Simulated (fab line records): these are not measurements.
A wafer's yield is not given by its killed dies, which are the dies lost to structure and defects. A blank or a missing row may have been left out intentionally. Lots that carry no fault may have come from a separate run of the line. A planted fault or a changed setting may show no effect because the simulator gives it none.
Lot-split experiment ; flow n5_finfet ; on a route of 1938 steps: 7 lots, 21 wafers read

ON THE SPLIT
At N5_MOL_CONTACT_COAG_ETCHBACK_136 (etches SiO2 in CHF3, target depth 25 nm, time 16.7 s), the setting target_depth_a was moved away from the recipe's 250 angstrom on 8 of the 21 wafers read, by -11.5% to +13.4%. All remaining wafers had this setting at the recipe value.

SPLIT TO READING: what lies between them in the file, 1 step
- N5_MOL_CONTACT_COAG_STRIP_120: strips in CHF3

THE READING
etch.depth_nm (the simulator's own value, which no gauge read), in nm, at N5_MOL_CONTACT_COAG_VIA_ETCH_117 (etches SiO2 in C4F6/O2, target depth 40 nm, overetch 8 nm, time 26 s). There is no usual value for it anywhere in the file. The 13 wafers here that ran the recipe average 39.98 nm, standard deviation 0.44 nm.

wafer;tool, chamber at the split;target_depth_a as run, angstrom;against the recipe;etch.depth_nm, nm;against lot-mates on the recipe
L078.2;rie_diel-04, 1;223.4;-10.6%;41.96;+2.07
L078.4;rie_diel-04, 2;250;recipe;39.6;-
L078.5;rie_diel-04, 0;250;recipe;40.19;-
L080.1;rie_diel-05, 0,3,0;250;recipe;39.6;-
L080.4;rie_diel-05, 0,3,0;250;recipe;39.71;-
L080.6;rie_diel-05, 0,3,0;250;recipe;39.42;-
L083.2;rie_diel-05, 2;283.6;+13.4%;37.61;-2.82
L083.3;rie_diel-05, 0,2;250;recipe;40.03;-
L083.6;rie_diel-05, 0,2;250;recipe;40.83;-
L084.1;rie_diel-05, 2,0;283.6;+13.4%;37.53;-2.24
L084.3;rie_diel-05, 1;250;recipe;39.77;-
L084.4;rie_diel-05, 2,0;283.6;+13.4%;36.56;-3.21
L087.3;rie_diel-05, 0;221.3;-11.5%;42.74;+3.33
L087.4;rie_diel-05, 3;250;recipe;39.41;-
L087.6;rie_diel-05, 0;221.3;-11.5%;42.64;+3.23
L095.1;rie_diel-04, 0;224.3;-10.3%;42.21;+2.20
L095.3;rie_diel-04, 3;250;recipe;40.01;-
L095.6;rie_diel-04, 1;224.3;-10.3%;41.89;+1.88
L097.4;rie_diel-02, 0;250;recipe;40.58;-
L097.5;rie_diel-02, 3;250;recipe;40.02;-
L097.6;rie_diel-02, 0;250;recipe;40.56;-
The file does not say which wafer passed through which chamber wherever a row lists several chambers: such a row stands for several wafers.

THE FIT
A straight line over all 21 wafers: etch.depth_nm changes by -0.209 nm for each +1% of target_depth_a; r = -0.97; the points scatter about the line by 0.43 nm.
The same after taking each lot's own level away (the mean of its wafers on the recipe; 21 wafers): -0.221 nm for each +1%; r = -0.98; scatter 0.37 nm.
Per that fit: largest target_depth_a move, reading shift of 3 nm.
The span of the lots' own levels, 39.410 to 40.430 nm, comes to 2.3 times the standard deviation stated above.
So the lot-to-lot level changes the slope little: the two slopes agree.
Check: -2.92 nm against its lot-mates is what the line predicts for one of the wafers moved furthest among these (+13.4%) when that wafer is left out of the fit. Against them it came out at -2.82 nm.

FURTHER SPLITS ON THESE WAFERS
Before the reading, these wafers also passed through other splits. Each is held against what the fit with the lots' levels taken away leaves over:
other split on the same wafers;wafers away from the commonest value;r with etch.depth_nm (lot level and that fit taken away)
N5_SDB_ETCH_17 bias_w;9;-0.30
N5_HKMG_FIN_NWFM_ALD_20 ald_cycles;4;-0.22
N5_GATE_CUT_COAT_27 spin_rpm;7;+0.01
N5_GATE_CUT_DESCUM_18 time_s;6;+0.00
N5_MOL_CONTACT_COAG_ETCH_67 source_w;6;-0.22

THE WHOLE CHAIN: every reading that the file lists as answering this split, in the file's order
step;what it does;reading;change (the file's fit);r (the file's)
N5_MOL_CONTACT_COAG_ETCHBACK_136;etches SiO2 in CHF3, target depth 25 nm, time 16.7 s;SOC_of_MOL_CONTACT_COAG_COAT_62.thk_nm (the simulator's own value, which no gauge read);-0.0304 nm for each +1% of the setting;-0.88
N5_MOL_CONTACT_COAG_VIA_ETCH_117;etches SiO2 in C4F6/O2, target depth 40 nm, overetch 8 nm, time 26 s;MOL_CONTACT_COAG.feature_depth_nm (the simulator's own value, which no gauge read);-0.217 nm for each +1% of the setting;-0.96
N5_MOL_CONTACT_COAG_VIA_ETCH_117;etches SiO2 in C4F6/O2, target depth 40 nm, overetch 8 nm, time 26 s;etch.depth_nm (the simulator's own value, which no gauge read);-0.218 nm for each +1% of the setting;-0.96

THE FILE'S OWN FIT
etch.depth_nm changes by -0.218 nm for each +1% of target_depth_a, r = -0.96.
